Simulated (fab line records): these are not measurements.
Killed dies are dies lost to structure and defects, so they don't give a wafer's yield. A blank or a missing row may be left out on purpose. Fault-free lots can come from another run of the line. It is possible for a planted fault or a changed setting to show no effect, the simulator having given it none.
Lot-split experiment / flow n5 finfet / route with 1938 steps; 7 lots, 21 wafers read

== SPLIT DETAILS ==
At N5_BEOL_M5_EXPOSE_08 (exposes mask M5, target cd 28 nm), the setting dose mj was moved away from the recipe's 35.75 on 5 of the 21 wafers read, by -5.5% to +6.8%. All remaining wafers had this setting at the recipe value.

== FROM THE SPLIT TO THE READING: what the file shows between them, 2 steps ==
- N5_BEOL_M5_PEB_09: peb time 60 s
- N5_BEOL_M5_DEVELOP_10: develop time 30 s

== THE READING ==
cd nm, in nm, at N5_BEOL_M5_CD_MEAS_11 (target cd 27.74 nm). Typical for fault-free wafers on this fab line: 28.07 nm, with standard deviation 0.28 nm.

wafer=L074.1; tool, chamber at the split=euv scanner-02, 0; dose mj as run=35.75; against the recipe=recipe; cd nm, nm=28.43; against lot-mates on the recipe=-
wafer=L074.3; tool, chamber at the split=euv scanner-02, 0; dose mj as run=35.75; against the recipe=recipe; cd nm, nm=28.73; against lot-mates on the recipe=-
wafer=L074.5; tool, chamber at the split=euv scanner-02, 0; dose mj as run=35.75; against the recipe=recipe; cd nm, nm=28.52; against lot-mates on the recipe=-
wafer=L077.1; tool, chamber at the split=euv scanner-01, 0; dose mj as run=35.75; against the recipe=recipe; cd nm, nm=27.87; against lot-mates on the recipe=-
wafer=L077.2; tool, chamber at the split=euv scanner-01, 0; dose mj as run=33.79; against the recipe=-5.5%; cd nm, nm=26.36; against lot-mates on the recipe=-1.51
wafer=L077.4; tool, chamber at the split=euv scanner-01, 0; dose mj as run=33.79; against the recipe=-5.5%; cd nm, nm=26.93; against lot-mates on the recipe=-0.94
wafer=L076.1; tool, chamber at the split=euv scanner-01, 0; dose mj as run=35.75; against the recipe=recipe; cd nm, nm=28.12; against lot-mates on the recipe=-
wafer=L076.4; tool, chamber at the split=euv scanner-01, 0; dose mj as run=38.17; against the recipe=+6.8%; cd nm, nm=29.72; against lot-mates on the recipe=+1.59
wafer=L076.6; tool, chamber at the split=euv scanner-01, 0; dose mj as run=35.75; against the recipe=recipe; cd nm, nm=28.13; against lot-mates on the recipe=-
wafer=L079.1; tool, chamber at the split=euv scanner-02, 0; dose mj as run=34.16; against the recipe=-4.4%; cd nm, nm=26.66; against lot-mates on the recipe=-1.41
wafer=L079.2; tool, chamber at the split=euv scanner-02, 0; dose mj as run=34.16; against the recipe=-4.4%; cd nm, nm=26.69; against lot-mates on the recipe=-1.38
wafer=L079.6; tool, chamber at the split=euv scanner-02, 0; dose mj as run=35.75; against the recipe=recipe; cd nm, nm=28.07; against lot-mates on the recipe=-
wafer=L083.1; tool, chamber at the split=euv scanner-01, 0; dose mj as run=35.75; against the recipe=recipe; cd nm, nm=27.95; against lot-mates on the recipe=-
wafer=L083.2; tool, chamber at the split=euv scanner-01, 0; dose mj as run=35.75; against the recipe=recipe; cd nm, nm=28.03; against lot-mates on the recipe=-
wafer=L083.5; tool, chamber at the split=euv scanner-01, 0; dose mj as run=35.75; against the recipe=recipe; cd nm, nm=27.57; against lot-mates on the recipe=-
wafer=L086.2; tool, chamber at the split=euv scanner-01, 0; dose mj as run=35.75; against the recipe=recipe; cd nm, nm=28.13; against lot-mates on the recipe=-
wafer=L086.3; tool, chamber at the split=euv scanner-01, 0; dose mj as run=35.75; against the recipe=recipe; cd nm, nm=28.04; against lot-mates on the recipe=-
wafer=L086.6; tool, chamber at the split=euv scanner-01, 0; dose mj as run=35.75; against the recipe=recipe; cd nm, nm=27.59; against lot-mates on the recipe=-
wafer=L087.1; tool, chamber at the split=euv scanner-02, 0; dose mj as run=35.75; against the recipe=recipe; cd nm, nm=28.19; against lot-mates on the recipe=-
wafer=L087.3; tool, chamber at the split=euv scanner-02, 0; dose mj as run=35.75; against the recipe=recipe; cd nm, nm=27.58; against lot-mates on the recipe=-
wafer=L087.6; tool, chamber at the split=euv scanner-02, 0; dose mj as run=35.75; against the recipe=recipe; cd nm, nm=28.04; against lot-mates on the recipe=-

FIT RESULTS
A straight line over all 21 wafers: cd nm changes by +0.267 nm for each +1% of dose mj; r = +0.92; the points scatter about the line by 0.31 nm.
The same after taking each lot's own level away (the mean of its wafers on the recipe; 21 wafers): +0.25 nm for each +1%; r = +0.95; scatter 0.22 nm.
The reading moves by 1.7 nm for the largest change in dose mj, on that fit.
From 27.850 to 28.560 nm: that is the span of the lots' own levels, equal to 2.5 times the standard deviation above.
So the lot-to-lot level changes the slope little: the two slopes agree.
Check: +1.74 nm against its lot-mates is what the line predicts for one of the wafers moved furthest among these (+6.8%) when that wafer is left out of the fit. It came out at +1.59 nm against them.

== THE WHOLE CHAIN: every reading that the file lists as answering this split, in the file's order ==
step=N5_BEOL_M5_CD_MEAS_11; what it does=target cd 27.74 nm; reading=cd nm; change (the file's fit)=+0.248 nm for each +1% of the setting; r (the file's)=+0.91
step=N5_BEOL_M5_DESCUM_16; what it does=chemistry O2, time 7 s; reading=BEOL_M5.cd nm (the simulator's own value, which no gauge read); change (the file's fit)=+0.215 nm for each +1% of the setting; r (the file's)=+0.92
step=N5_BEOL_M5_ETCH_72; what it does=etches underlayer in N2/H2, target depth 6.5 nm, time 5.2 s; reading=BEOL_M5.cd nm (the simulator's own value, which no gauge read); change (the file's fit)=+0.218 nm for each +1% of the setting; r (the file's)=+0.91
step=N5_BEOL_M5_ETCH_61; what it does=etches SiARC in CF4, target depth 15.6 nm, time 26 s; reading=BEOL_M5.cd nm (the simulator's own value, which no gauge read); change (the file's fit)=+0.203 nm for each +1% of the setting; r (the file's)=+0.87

== THE FILE'S OWN FIT ==
cd nm changes by +0.248 nm for each +1% of dose mj, r = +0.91.
